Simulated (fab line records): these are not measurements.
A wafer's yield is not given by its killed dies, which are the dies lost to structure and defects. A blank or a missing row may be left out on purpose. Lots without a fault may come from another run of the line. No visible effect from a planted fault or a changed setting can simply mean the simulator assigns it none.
Which tool was responsible? -- flow nand-harc -- 13 lots, 39 wafers sampled, at 5 steps of a route of 1159

## WHAT EACH GAUGE READ, for each wafer
NHARC_A_SOURCE_PLATE_THK_MEAS_09: measures by ellipsometry.
lot,measured,on,thk-nm (nm)
L314,day 7 01:12,film-metro-02,11.3 10.0 7.1
L316,day 7 08:28,film-metro-02,11.6 9.8 12.0
L317,day 7 11:34,film-metro-01,10.4 7.9 9.0
L318,day 8 03:53,film-metro-02,9.3 10.6 9.7
L320,day 8 03:52,film-metro-02,9.7 7.8 8.5
L321,day 8 12:17,film-metro-02,8.0 9.9 9.5
L322,day 8 21:16,film-metro-02,9.7 10.4 8.7
L323,day 9 05:04,film-metro-02,10.7 9.0 9.7
L324,day 10 00:19,film-metro-02,14.9 12.9 16.3
L326,day 10 11:16,film-metro-01,15.5 15.9 15.5
L334,day 11 21:27,film-metro-01,8.5 8.7 9.4
L336,day 12 08:42,film-metro-02,10.6 9.5 11.3
L337,day 12 14:15,film-metro-01,8.3 11.0 8.8

## WHICH TOOL RAN EACH LOT (tool, then ch and the chambers of the sampled wafers, then the start)
lot,NHARC_P_BONDPAD_STRIP_15,NHARC_P_BONDPAD_DEGAS_25,NHARC_P_BONDPAD_ANNEAL_28,NHARC_A_SOURCE_PLATE_OXIDE_02
L314,"rie-diel-04 ch 0,2,3, day 6 12:28","pvd-sputter-02, day 6 13:05","rtp-anneal-02 ch 0, day 6 13:51","furnace-06 ch 0, day 6 21:12"
L316,"rie-diel-04 ch 0,2,3, day 6 19:43","pvd-sputter-01, day 6 20:19","rtp-anneal-01 ch 0, day 6 21:04","furnace-06 ch 0, day 7 04:26"
L317,"rie-diel-04 ch 0,2,3, day 7 00:44","pvd-sputter-01, day 7 01:22","rtp-anneal-02 ch 0, day 7 02:10","furnace-05 ch 0, day 7 07:29"
L318,"rie-diel-04 ch 0,1,3, day 7 13:37","pvd-sputter-03, day 7 14:11","rtp-anneal-01 ch 0, day 7 15:02","furnace-05 ch 0, day 7 23:49"
L320,"rie-diel-07 ch 0,1,3, day 7 15:29","pvd-sputter-02, day 7 16:02","rtp-anneal-02 ch 0, day 7 16:46","furnace-05 ch 0, day 7 23:49"
L321,"rie-diel-03 ch 0,2,3, day 7 23:39","pvd-sputter-01, day 8 00:10","rtp-anneal-02 ch 0, day 8 01:10","furnace-06 ch 0, day 8 08:14"
L322,"rie-diel-03 ch 1,3, day 8 08:02","pvd-sputter-03, day 8 08:37","rtp-anneal-02 ch 0, day 8 09:21","furnace-05 ch 0, day 8 17:13"
L323,"rie-diel-04 ch 0,3, day 8 14:34","pvd-sputter-01, day 8 15:07","rtp-anneal-02 ch 0, day 8 15:51","furnace-06 ch 0, day 9 01:04"
L324,"rie-diel-04 ch 0,1,2, day 9 01:07","pvd-sputter-01, day 9 01:37","rtp-anneal-01 ch 0, day 9 02:34","furnace-03 ch 0, day 9 11:35"
L326,"rie-diel-07 ch 1,2,3, day 9 13:20","pvd-sputter-03, day 9 13:52","rtp-anneal-01 ch 0, day 9 14:37","furnace-05 ch 0, day 9 23:39"
L334,"rie-diel-04 ch 1,2,3, day 11 09:22","pvd-sputter-03, day 11 09:56","rtp-anneal-01 ch 0, day 11 10:43","furnace-05 ch 0, day 11 17:22"
L336,"rie-diel-04 ch 1,2,3, day 11 20:48","pvd-sputter-01, day 11 21:20","rtp-anneal-02 ch 0, day 11 22:02","furnace-06 ch 0, day 12 04:36"
L337,"rie-diel-04 ch 0,2,3, day 12 02:01","pvd-sputter-03, day 12 02:34","rtp-anneal-02 ch 0, day 12 03:18","furnace-06 ch 0, day 12 10:14"
- NHARC_P_BONDPAD_STRIP_15: strips in O2.
- NHARC_P_BONDPAD_DEGAS_25: time 60 s.
- NHARC_P_BONDPAD_ANNEAL_28: time 90 s.
- NHARC_A_SOURCE_PLATE_OXIDE_02: material SiO2, target thk 10 nm, ox time 1362 s.

## WHAT THE TOOLS THEMSELVES READ (means of the sampled wafers that have a number; where no wafer has one, the mark that the record gives instead)
NHARC_P_BONDPAD_STRIP_15.
lot,tool,drypump-motor-current-A (A),oes-product-au (a.u.),rf-vpp-V (V),showerhead-plenum-p-Torr (Torr),throttle-valve-pct (%)
L314,rie-diel-04,5.5,1.005,58.4,3.68,17.029
L316,rie-diel-04,5.5,1.008,58.1,3.68,17.035
L317,rie-diel-04,5.6,1.005,58.2,3.67,17.042
L318,rie-diel-04,5.7,1.006,58.3,3.66,17.041
L320,rie-diel-07,5.7,0.998,57.4,3.58,17.032
L321,rie-diel-03,6.0,0.999,58.3,3.64,17.047
L322,rie-diel-03,5.5,1.007,58.0,3.60,17.044
L323,rie-diel-04,5.7,1.001,58.2,3.65,17.043
L324,rie-diel-04,5.5,1.007,57.9,3.68,17.033
L326,rie-diel-07,6.0,0.999,57.4,3.52,17.046
L334,rie-diel-04,6.0,1.007,57.8,3.71,17.039
L336,rie-diel-04,5.9,1.003,59.0,3.71,17.041
L337,rie-diel-04,5.5,1.007,58.9,3.67,17.038

NHARC_P_BONDPAD_DEGAS_25.
lot,tool,heater-power-w (W)
L314,pvd-sputter-02,485
L316,pvd-sputter-01,464
L317,pvd-sputter-01,428
L318,pvd-sputter-03,510
L320,pvd-sputter-02,479
L321,pvd-sputter-01,466
L322,pvd-sputter-03,510
L323,pvd-sputter-01,446
L324,pvd-sputter-01,475
L326,pvd-sputter-03,505
L334,pvd-sputter-03,474
L336,pvd-sputter-01,433
L337,pvd-sputter-03,503

NHARC_P_BONDPAD_ANNEAL_28.
lot,tool,wafer_temp_C_max
L314,rtp-anneal-02,225.8
L316,rtp-anneal-01,225.9
L317,rtp-anneal-02,226.5
L318,rtp-anneal-01,225.6
L320,rtp-anneal-02,226.1
L321,rtp-anneal-02,226.3
L322,rtp-anneal-02,226.0
L323,rtp-anneal-02,226.5
L324,rtp-anneal-01,225.7
L326,rtp-anneal-01,225.7
L334,rtp-anneal-01,225.9
L336,rtp-anneal-02,226.3
L337,rtp-anneal-02,226.2

## THE ANSWER, worked out from the rows above alone
Rule: what is usual is taken from the lots themselves. Put in order of their means at a reading, lots are off if they are a third of the lots or fewer, leave a main group of 4 or more, and stand apart from it by a gap of 3 or more times the standard deviation of the main group's means; of several such gaps the widest counts. A main group whose means are all the same, to the digits that the tables above print for the reading, isn't used. Also off: a lot with no number at a reading for which 4 or more lots have one. All remaining lots with rows at the step are treated as sound. First the gauges in route order, then the tools' own readings, where a lot's mean is used as printed above. At the first step where some lot is off, the reading lying furthest off is the one used; lots without a number count as furthest.
Off: L324, L326, at NHARC_A_SOURCE_PLATE_THK_MEAS_09 (thk-nm). Main group: mean 9.6 nm, sd 0.68.
If a tool, at a process step before that reading, ran all the lots that are off and no sound lot after the first of them, it fits. The gauges at NHARC_A_SOURCE_PLATE_THK_MEAS_09 are tried like those tools. Of those tried, none fits.

## WHAT THE SIMULATOR HAD INSERTED
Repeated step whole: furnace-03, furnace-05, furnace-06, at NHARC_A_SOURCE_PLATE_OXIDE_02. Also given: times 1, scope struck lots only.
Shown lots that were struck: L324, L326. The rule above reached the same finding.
